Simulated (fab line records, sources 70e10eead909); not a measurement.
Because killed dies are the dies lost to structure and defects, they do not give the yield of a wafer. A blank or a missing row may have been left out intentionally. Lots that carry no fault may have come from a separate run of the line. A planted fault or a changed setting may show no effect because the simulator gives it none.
Struck lot and sound lot, side by side    flow nand harc    14 out of 1302 route steps
Sound: the wafers L286.1, L286.3, L286.5. Wafers struck: L303.2, L303.4, L303.6. Last of all comes the cause.
At each step with rows: each side's tool, then ch and its chambers, then its first start. Under that, the readings that differ: sound wafers    struck wafers    difference of the means    sigmas: that difference in standard deviations of wafers without a fault.
alike: readings whose means differ by less than 2 such deviations, and words and numbers that are the same on both sides. not compared: withheld readings, readings that some wafer has no value for, bounds like >300 that may hide the same value, and numbers for which the record gives no deviation and whose values overlap.
A row with sigmas, a row that says differs or no value, or rows on one side alone: a step with any of these is where the two part. Non-overlapping numbers with no deviation appear without sigmas and do not part them. A reading that every wafer of one side lacks parts them only if that side has two wafers or more.

first, 7 steps without rows for these wafers: NHARC_A_STAIRCASE_COAT_304; NHARC_A_STAIRCASE_SOFTBAKE_305 (time 170 s); NHARC_A_STAIRCASE_EBR_306; NHARC_A_STAIRCASE_EXPOSE_307 (exposes mask CHOP 50); NHARC_A_STAIRCASE_PEB_308 (peb time 130 s); NHARC_A_STAIRCASE_DEVELOP_309 (time 140 s); NHARC_A_STAIRCASE_HARDBAKE_311 (time 140 s).
NHARC_A_STAIRCASE_DESCUM_312: chemistry O2, time 3 s.
  sound on rie diel-10 ch 0,2, day 17 08:39; struck on rie diel-02 ch 0,1,3, day 24 06:47
reading                 sound                 struck                difference  sigmas
throttle valve pct (%)  11.327 11.320 11.318  11.308 11.304 11.282  -0.024      -2
  alike: drypump motor current A, oes product au, rf vpp V, showerhead plenum p Torr
  not compared: rf hours counter h
NHARC_A_STAIRCASE_ETCH_313: etches the open film in CF4/CHF3.
  sound on rie diel-10 ch 0,2,3, day 17 08:44; struck on rie diel-02 ch 0,1,3, day 24 06:52
  alike: chf3 flow sccm, drypump motor current A, oes product au, rf vpp V, showerhead plenum p Torr, throttle valve pct
  not compared: rf hours counter h
NHARC_A_STAIRCASE_HM_OPEN_463: chemistry O2/COS.
  sound on rie diel-10 ch 0,2,3; struck on rie diel-02 ch 0,2
  alike: drypump motor current A, oes product au, rf vpp V, showerhead plenum p Torr, throttle valve pct
  not compared: rf hours counter h
then, 1 step without rows for these wafers: NHARC_A_STAIRCASE_STRIP_464 (strips in O2/COS).
NHARC_A_STAIRCASE_ETCH_453: etches the open film in CF4/O2, target depth 30 nm, overetch 3 nm, time 16.5 s.
  sound on rie diel-10 ch 0,2, day 17 09:16; struck on rie diel-02 ch 0,1,2, day 24 07:20
reading           sound           struck          difference  sigmas
run length s (s)  37.7 38.6 38.0  40.0 39.8 40.3  +1.9        +4
  alike: drypump motor current A, oes product au, rf vpp V, showerhead plenum p Torr, throttle valve pct
  not compared: rf hours counter h
NHARC_A_STAIRCASE_ETCH_315: etches the open film in C4F8/O2/Ar, target depth 2500 nm, time 607.1 s.
  sound on rie diel-10 ch 0,2,3; struck on rie diel-02 ch 0,1,3
  alike: oes product au, rf vpp V, run length s
  not compared: rf hours counter h
after that, 1 step had no rows for these wafers: NHARC_END_SORT_01.

WHERE THEY PART
Earliest at NHARC_A_STAIRCASE_DESCUM_312; latest, in this record, at NHARC_A_STAIRCASE_ETCH_453. Later steps at which nothing parts them and some readings are alike: NHARC_A_STAIRCASE_ETCH_315.

WHY: what the simulator had put in
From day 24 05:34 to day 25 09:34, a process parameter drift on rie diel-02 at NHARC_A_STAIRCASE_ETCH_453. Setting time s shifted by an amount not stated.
